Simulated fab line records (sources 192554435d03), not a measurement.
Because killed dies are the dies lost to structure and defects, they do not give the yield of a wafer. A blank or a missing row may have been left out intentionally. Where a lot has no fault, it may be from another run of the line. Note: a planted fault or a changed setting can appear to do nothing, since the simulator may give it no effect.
8D (eight disciplines) problem report, filled in by code / flow n5_finfet / the parts of the form that need people (team, actions taken, sign-off) are left out

== 1. THE PROBLEM ==
Wafers without a fault read 28.7 s, standard deviation 0.8; barrier_field_endpoint_s at N5_BEOL_M6_CMP_52 reads a mean of 34.7 s on 3 wafers belonging to 3 lots. That puts it +7.5 standard deviations away from the usual mean.
The step: polishes, stops on SiCOH lowk, t overpolish 6.9 s, target thk 80 nm.
Seen first at day 14 09:52 on cmp-02, wafer L170.5. The record has a number at this step for 28 wafers belonging to 10 lots. Rule for "out", or "out of limits": more than 4 standard deviations from the usual mean. Any other wafer with a number is counted as sound.

== 2. WHAT IT IS; WHAT IT IS NOT ==
question=which readings at this step | is=barrier_field_endpoint_s | is not=clearing_platen_down_force_psi, motor_current_A, slurry_flow_ml_min
question=which lots | is=L170, L171, L173 | is not=L150, L151, L156, L158, L162, L163, L169
question=which wafers of those lots | is=L170.5, L171.4, L173.4 | is not=L170.1, L170.2, L171.1, L173.1
question=read on which tools | is=cmp-02, cmp-04 | is not=cmp-03
question=when | is=from day 14 09:52 | is not=up to then (20 sound wafers); but 5 sound wafers of L169, L171, L173 came after

== 3. SUSPECTS, AND WHAT RULES EACH OUT ==
Counting: a tool at a process step up to the reading stays a suspect if it ran every lot that is out. Sound lots after the first of them don't rule it out here, since some wafers of a struck lot are sound.
- pecvd-02 at N5_BEOL_M6_PECVD_70 (deposits SiO2 from TEOS/O2, target thk 20 nm, time 22.7 s): kept. Ran every lot that is out, first one L170 (day 14 03:59); last sound lot up to then L163 (day 12 11:49).
Remaining after the count: pecvd-02 at N5_BEOL_M6_PECVD_70.

== 4. THE CAUSE (what the simulator had put in) ==
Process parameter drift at N5_BEOL_M6_PECVD_70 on pecvd-02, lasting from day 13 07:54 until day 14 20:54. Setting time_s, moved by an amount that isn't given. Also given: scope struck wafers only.
Counting left only this tool.

== 5. THE EFFECT CHAIN, in route order ==
Each row: a reading whose mean over the struck wafers that have a number lies more than 3 standard deviations from the usual. Only readings whose record carries a usual standard deviation are examined. hours: median over the lots of the time between each lot's start at the first step of this table that gives one and its start at this step. sigmas: the change, counted in usual standard deviations.
hours=0; step=N5_BEOL_M6_CMP_52; reading=barrier_field_endpoint_s; usual=28.7 s; on struck wafers=34.7; change=+6.0; sigmas=+7.5
The process steps in it:
- N5_BEOL_M6_CMP_52: polishes, stops on SiCOH lowk, t overpolish 6.9 s, target thk 80 nm.

== 6. HOW IT WOULD HAVE BEEN CAUGHT EARLIER ==
The fault began at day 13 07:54; the first out-of-limits reading in this record came at day 14 09:52, 26 hours later.
No tool reading at N5_BEOL_M6_PECVD_70 that has a usual standard deviation in the record was out on any struck wafer, so an alarm limit of 4 standard deviations on those readings would not have fired.
Among the 3 lots that are out, L173 began N5_BEOL_M6_PECVD_70 on pecvd-02 after day 14 09:52. A hold on the tool at that time would have spared it.
